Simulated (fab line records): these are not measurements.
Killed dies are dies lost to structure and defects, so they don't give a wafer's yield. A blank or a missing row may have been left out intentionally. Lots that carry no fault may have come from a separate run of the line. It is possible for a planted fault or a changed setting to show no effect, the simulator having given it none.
Matching of chambers ; flow nandHarc ; NHARC_A_STAIRCASE_ETCH_253 on rieDiel-12: 4 sister chambers
The step etches the open film in C4F8/O2, target depth 50 nm, time 20.2 s. 18 wafers are shown with their chamber, then 9 later ones without.

## WAFERS, EACH WITH ITS CHAMBER
wafer;chamber;rfVppV (V);oesProductAu (a.u.)
L075.2;3;886;0.971
L075.5;1;901;0.968
L075.6;0;906;0.967
L076.1;1;901;0.935
L076.2;3;887;0.963
L076.5;2;891;0.949
L082.1;3;887;0.958
L082.4;2;891;0.954
L082.6;2;891;0.950
L085.1;2;890;0.963
L085.2;0;905;0.952
L085.3;3;904;0.979
L087.1;3;905;0.988
L087.2;0;903;0.968
L087.6;0;904;0.963
L091.3;2;890;0.952
L091.4;1;900;0.935
L091.6;2;889;0.943

SIGNATURES (averages over the wafers above)
reading;chamber 0;chamber 1;chamber 2;chamber 3;scatter within a chamber
rfVppV;904.50;900.67;890.33;893.80;5.29
oesProductAu;0.96250;0.94600;0.95183;0.97180;0.011
Rule: a wafer's distance from a chamber is the root of the sum, over the readings, of the square of ((its reading less the chamber's mean) divided by the reading's scatter). The wafer belongs to the nearest chamber; if the next one is less than 2 further off, it can't be placed. The scatter is the square root of a quotient: the sum, over the shown wafers, of each reading's squared deviation from its chamber's mean, divided by wafers minus chambers.

## WAFERS MISSING THEIR CHAMBER
wafer;rfVppV (V);oesProductAu (a.u.)
L092.1;889;0.984
L092.2;900;0.967
L092.3;906;0.982
L095.2;904;0.946
L095.3;890;0.956
L095.6;900;0.934
L096.1;905;0.947
L096.2;890;0.976
L096.6;899;0.948

## WHICH CHAMBER EACH ONE RAN IN
wafer;from the rows above;in truth
L092.1;can't be placed: 3 or 2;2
L092.2;can't be placed: 0 or 3 or 1 or 2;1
L092.3;can't be placed: 0 or 3 or 1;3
L095.2;can't be placed: 1 or 0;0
L095.3;can't be placed: 2 or 3 or 1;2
L095.6;can't be placed: 1 or 2 or 0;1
L096.1;can't be placed: 1 or 0 or 2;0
L096.2;can't be placed: 3 or 2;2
L096.6;can't be placed: 1 or 2 or 0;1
Correctly placed: 0 of 9. Not placeable from these rows: 9 (in 9, the candidates include the true chamber). Wrongly placed: 0.
